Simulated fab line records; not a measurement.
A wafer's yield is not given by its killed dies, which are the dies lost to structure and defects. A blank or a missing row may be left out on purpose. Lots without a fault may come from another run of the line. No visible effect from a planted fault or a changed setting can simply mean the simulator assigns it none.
What tool caused it? | flow n5Finfet | 24 lots with 72 wafers sampled at 4 steps, on a route of 1938 steps

== WHAT THE GAUGES SHOWED, per wafer ==
N5_SDB_INSPECT_13: inspects for defects (brightfield). Usual: 72 for rawDefectCount, sd 30.
lot  | measured     | on               | rawDefectCount | flag
L074 | day 3 17:37  | defectInspect-02 | 65 199 89      | 
L075 | day 4 03:25  | defectInspect-01 | 44 49 61       | 
L076 | day 4 08:18  | defectInspect-01 | 98 73 41       | 
L077 | day 4 12:53  | defectInspect-02 | 33 43 67       | 
L078 | day 4 15:32  | defectInspect-02 | 57 20 92       | 
L079 | day 5 01:56  | defectInspect-02 | 49 85 93       | 
L080 | day 5 05:13  | defectInspect-02 | 26 50 74       | 
L081 | day 5 13:38  | defectInspect-02 | 90 162 89      | 
L082 | day 5 19:40  | defectInspect-01 | 59 75 111      | 
L083 | day 6 00:39  | defectInspect-01 | 53 54 35       | 
L084 | day 6 05:08  | defectInspect-01 | 78 52 74       | 
L085 | day 6 12:14  | defectInspect-01 | 68 42 56       | 
L086 | day 6 22:03  | defectInspect-02 | 95 61 111      | 
L087 | day 7 00:17  | defectInspect-02 | 58 29 94       | 
L088 | day 7 07:09  | defectInspect-02 | 45 67 71       | 
L089 | day 7 15:01  | defectInspect-02 | 54 126 39      | 
L090 | day 7 16:08  | defectInspect-02 | 108 52 83      | 
L091 | day 8 19:00  | defectInspect-02 | 41 119 102     | 
L092 | day 8 20:05  | defectInspect-01 | 51 57 36       | 
L093 | day 8 22:16  | defectInspect-02 | 81 151 89      | 
L096 | day 10 15:42 | defectInspect-01 | 69 53 48       | 
L095 | day 10 17:08 | defectInspect-01 | 51 48 48       | 
L094 | day 10 17:55 | defectInspect-01 | 71 80 115      | 
L097 | day 10 19:11 | defectInspect-02 | 93 141 145     | 

N5_HKMG_FIN_CD_MEAS_49: target cd 202 nm. Usual: 202.0 nm for cdNm, sd 0.51.
lot  | measured     | on       | cdNm (nm)         | flag
L074 | day 3 23:40  | cdSem-03 | 202.2 201.9 203.0 | 
L075 | day 4 09:10  | cdSem-01 | 202.1 201.6 203.2 | 
L076 | day 4 14:32  | cdSem-02 | 202.4 202.5 202.9 | 
L077 | day 4 18:19  | cdSem-03 | 201.5 201.0 201.5 | 
L078 | day 4 21:01  | cdSem-01 | 201.3 201.2 201.2 | 
L079 | day 5 07:58  | cdSem-01 | 202.5 202.0 202.7 | 
L080 | day 5 11:11  | cdSem-03 | 202.5 202.2 203.0 | 
L081 | day 5 19:14  | cdSem-03 | 202.3 202.3 202.5 | 
L082 | day 6 01:08  | cdSem-01 | 201.5 201.4 201.6 | 
L083 | day 6 06:20  | cdSem-03 | 202.0 202.0 202.0 | 
L084 | day 6 10:33  | cdSem-02 | 202.6 201.7 202.4 | 
L085 | day 6 17:51  | cdSem-01 | 201.9 202.0 201.6 | 
L086 | day 7 03:45  | cdSem-03 | 202.0 201.5 202.0 | 
L087 | day 7 06:37  | cdSem-03 | 202.5 202.2 202.6 | 
L088 | day 7 12:53  | cdSem-02 | 201.1 202.2 201.2 | 
L089 | day 7 20:41  | cdSem-02 | 202.3 202.4 201.5 | 
L090 | day 7 22:06  | cdSem-02 | 201.3 202.2 201.9 | 
L091 | day 9 02:53  | cdSem-03 | 201.8 202.1 202.1 | 
L092 | day 9 03:28  | cdSem-03 | 202.5 202.2 203.2 | 
L093 | day 9 04:18  | cdSem-03 | 201.7 201.7 201.6 | 
L096 | day 10 22:04 | cdSem-02 | 201.9 202.0 201.9 | 
L095 | day 10 22:34 | cdSem-03 | 203.5 202.4 202.7 | 
L094 | day 11 00:28 | cdSem-03 | 201.7 201.2 202.2 | 
L097 | day 11 01:17 | cdSem-03 | 201.2 202.0 201.6 | 

== WHAT TOOL EACH LOT RAN ON (gives the tool, then ch and the chambers of the sampled wafers, and finally the start) ==
lot  | N5_SDB_ALD_29                    | N5_DUMMY_REMOVAL_HM_STRIP_01
L074 | aldSin-01 ch 0,1,3, day 3 18:46  | rieDiel-03 ch 0,1,3, day 3 21:52
L075 | aldSin-04 ch 1,2,3, day 4 04:22  | rieDiel-05 ch 1,2,3, day 4 07:28
L076 | aldSin-01 ch 1,2,3, day 4 09:23  | rieDiel-03 ch 0,1,2, day 4 12:50
L077 | aldSin-02 ch 0,2,3, day 4 13:43  | rieDiel-02 ch 0,1, day 4 16:49
L078 | aldSin-04 ch 0,1,3, day 4 16:26  | rieDiel-02 ch 1,2,3, day 4 19:31
L079 | aldSin-04 ch 2,3, day 5 03:08    | rieDiel-02 ch 0,2,3, day 5 06:28
L080 | aldSin-02 ch 0,1,2, day 5 06:37  | rieDiel-05 ch 1,2, day 5 09:42
L081 | aldSin-04 ch 0,1,3, day 5 14:34  | rieDiel-03 ch 0,1,3, day 5 17:40
L082 | aldSin-02 ch 0,2, day 5 20:32    | rieDiel-03 ch 2,3, day 5 23:38
L083 | aldSin-01 ch 0,1,3, day 6 01:52  | rieDiel-03 ch 0,2, day 6 04:57
L084 | aldSin-01 ch 0,1,3, day 6 05:58  | rieDiel-03 ch 1,2,3, day 6 09:02
L085 | aldSin-02 ch 0,1,3, day 6 13:16  | rieDiel-05 ch 0,1, day 6 16:21
L086 | aldSin-01 ch 0,2,3, day 6 23:10  | rieDiel-02 ch 0,1,3, day 7 02:15
L087 | aldSin-01 ch 0,2,3, day 7 01:58  | rieDiel-05 ch 2,3, day 7 05:15
L088 | aldSin-02 ch 0,2,3, day 7 07:59  | rieDiel-03 ch 1,2, day 7 11:07
L089 | aldSin-02 ch 0,1,2, day 7 15:51  | rieDiel-03 ch 2,3, day 7 19:11
L090 | aldSin-01 ch 2,3, day 7 17:08    | rieDiel-03 ch 1,2, day 7 20:36
L091 | aldSin-01 ch 1,3, day 8 22:16    | rieDiel-02 ch 1,3, day 9 01:21
L092 | aldSin-02 ch 1,2,3, day 8 22:45  | rieDiel-02 ch 1,3, day 9 01:51
L093 | aldSin-04 ch 1,2,3, day 8 23:43  | rieDiel-03 ch 0,1,3, day 9 02:48
L096 | aldSin-02 ch 0,1,3, day 10 17:29 | rieDiel-03 ch 1,2,3, day 10 20:34
L095 | aldSin-04 ch 0,1,3, day 10 17:58 | rieDiel-03 ch 1,2,3, day 10 21:04
L094 | aldSin-01 ch 0,1, day 10 19:01   | rieDiel-02 ch 2,3, day 10 22:08
L097 | aldSin-02 ch 1,2,3, day 10 20:49 | rieDiel-03 ch 0,2,3, day 10 23:55
- N5_SDB_ALD_29: deposits SiNx, target thk 30 nm, pulse time 1 s, ald cycles 600.
- N5_DUMMY_REMOVAL_HM_STRIP_01: strips SiNx in CH3F/O2, stops on poly-Si, target depth 4 nm, time 6.8 s.

== WHAT THE TOOLS THEMSELVES READ (means of the sampled wafers that have a number; where no wafer has one, the mark that the record gives instead) ==
N5_SDB_ALD_29. Usual: heaterPowerW 853 W, standard deviation 88; precursorPulseHeightRel 0.999, standard deviation 0.019.
lot  | tool      | heaterPowerW (W) | precursorPulseHeightRel | flag
L074 | aldSin-01 | 883              | 0.984                   | 
L075 | aldSin-04 | 934              | 1.000                   | 
L076 | aldSin-01 | 858              | 0.983                   | 
L077 | aldSin-02 | 789              | 1.002                   | 
L078 | aldSin-04 | 867              | 1.007                   | 
L079 | aldSin-04 | 971              | 0.993                   | 
L080 | aldSin-02 | 810              | 0.986                   | 
L081 | aldSin-04 | 864              | 1.010                   | 
L082 | aldSin-02 | 775              | 0.976                   | 
L083 | aldSin-01 | 842              | 1.004                   | 
L084 | aldSin-01 | 854              | 1.004                   | 
L085 | aldSin-02 | 821              | 0.998                   | 
L086 | aldSin-01 | 892              | 0.996                   | 
L087 | aldSin-01 | 888              | 1.003                   | 
L088 | aldSin-02 | 810              | 1.003                   | 
L089 | aldSin-02 | 803              | 1.008                   | 
L090 | aldSin-01 | 824              | 1.007                   | 
L091 | aldSin-01 | 805              | 1.005                   | 
L092 | aldSin-02 | 803              | 0.989                   | 
L093 | aldSin-04 | 938              | 0.988                   | 
L096 | aldSin-02 | 804              | 1.008                   | 
L095 | aldSin-04 | 855              | 0.994                   | 
L094 | aldSin-01 | 932              | 0.992                   | 
L097 | aldSin-02 | 809              | 1.000                   | 

N5_DUMMY_REMOVAL_HM_STRIP_01. Usual: CH3F_flow_sccm 30.01 sccm, standard deviation 0.089; drypumpMotorCurrentA 5.7 A, standard deviation 0.3; oesProductAu 0.62 a.u., standard deviation 0.058; rfVppV 127.4 V, standard deviation 1; showerheadPlenumPTorr 2.00 Torr, standard deviation 0.07; throttleValvePct 16.43 %, standard deviation 0.18.
lot  | tool       | CH3F_flow_sccm (sccm) | drypumpMotorCurrentA (A) | oesProductAu (a.u.) | rfVppV (V) | showerheadPlenumPTorr (Torr) | throttleValvePct (%) | flag
L074 | rieDiel-03 | 29.98                 | 5.7                      | 0.63                | 128.3      | 2.07                         | 16.43                | 
L075 | rieDiel-05 | 29.97                 | 6.0                      | 0.65                | 127.7      | 2.01                         | 16.42                | 
L076 | rieDiel-03 | 29.99                 | 5.8                      | 0.63                | 127.4      | 2.01                         | 16.45                | 
L077 | rieDiel-02 | 30.06                 | 5.1                      | 0.59                | 127.5      | 2.01                         | 16.56                | 
L078 | rieDiel-02 | 29.96                 | 5.8                      | 0.65                | 126.3      | 1.93                         | 16.33                | 
L079 | rieDiel-02 | 30.08                 | 5.6                      | 0.63                | 127.2      | 1.98                         | 16.38                | 
L080 | rieDiel-05 | 30.13                 | 5.9                      | 0.61                | 127.3      | 2.00                         | 16.46                | 
L081 | rieDiel-03 | 29.99                 | 5.7                      | 0.62                | 128.2      | 2.07                         | 16.46                | 
L082 | rieDiel-03 | 30.05                 | 5.6                      | 0.59                | 127.1      | 1.98                         | 16.46                | 
L083 | rieDiel-03 | 29.92                 | 5.8                      | 0.64                | 128.0      | 2.04                         | 16.35                | 
L084 | rieDiel-03 | 29.96                 | 5.6                      | 0.59                | 127.5      | 2.00                         | 16.54                | 
L085 | rieDiel-05 | 30.03                 | 5.5                      | 0.68                | 127.6      | 2.02                         | 16.09                | 
L086 | rieDiel-02 | 29.99                 | 5.4                      | 0.59                | 127.3      | 1.96                         | 16.48                | 
L087 | rieDiel-05 | 30.01                 | 6.3                      | 0.67                | 127.7      | 1.99                         | 16.48                | 
L088 | rieDiel-03 | 30.03                 | 5.7                      | 0.58                | 125.4      | 1.94                         | 16.56                | 
L089 | rieDiel-03 | 29.96                 | 5.6                      | 0.57                | 126.9      | 1.97                         | 16.50                | 
L090 | rieDiel-03 | 29.98                 | 5.7                      | 0.58                | 126.9      | 1.94                         | 16.57                | 
L091 | rieDiel-02 | 29.98                 | 5.7                      | 0.61                | 127.1      | 1.91                         | 16.45                | 
L092 | rieDiel-02 | 29.92                 | 5.8                      | 0.60                | 126.9      | 1.91                         | 16.37                | 
L093 | rieDiel-03 | 29.98                 | 5.7                      | 0.61                | 127.6      | 2.06                         | 16.51                | 
L096 | rieDiel-03 | 29.93                 | 5.6                      | 0.57                | 126.9      | 1.99                         | 16.59                | 
L095 | rieDiel-03 | 30.00                 | 5.6                      | 0.57                | 126.7      | 1.99                         | 16.58                | 
L094 | rieDiel-02 | 30.03                 | 6.0                      | 0.65                | 125.9      | 1.94                         | 16.32                | 
L097 | rieDiel-03 | 29.93                 | 5.7                      | 0.60                | 127.4      | 2.03                         | 16.47                | 

== THE ANSWER, worked out from the rows above alone ==
Rule: take the mean of a lot's wafers that have a number; if it is more than 3 standard deviations from the usual mean, the lot is off. A lot without any number at a reading at which 4 lots or more have one is off too. The other lots that the step has rows for count as sound. The gauges are gone through in route order, then the tools' own readings, and for those a lot's mean is taken as printed above. At the first step where some lot is off, the reading lying furthest off is the one used; lots without a number count as furthest.
None of the lots is off at any reading shown; this tells nothing.

== WHAT HAD BEEN PUT IN BY THE SIMULATOR ==
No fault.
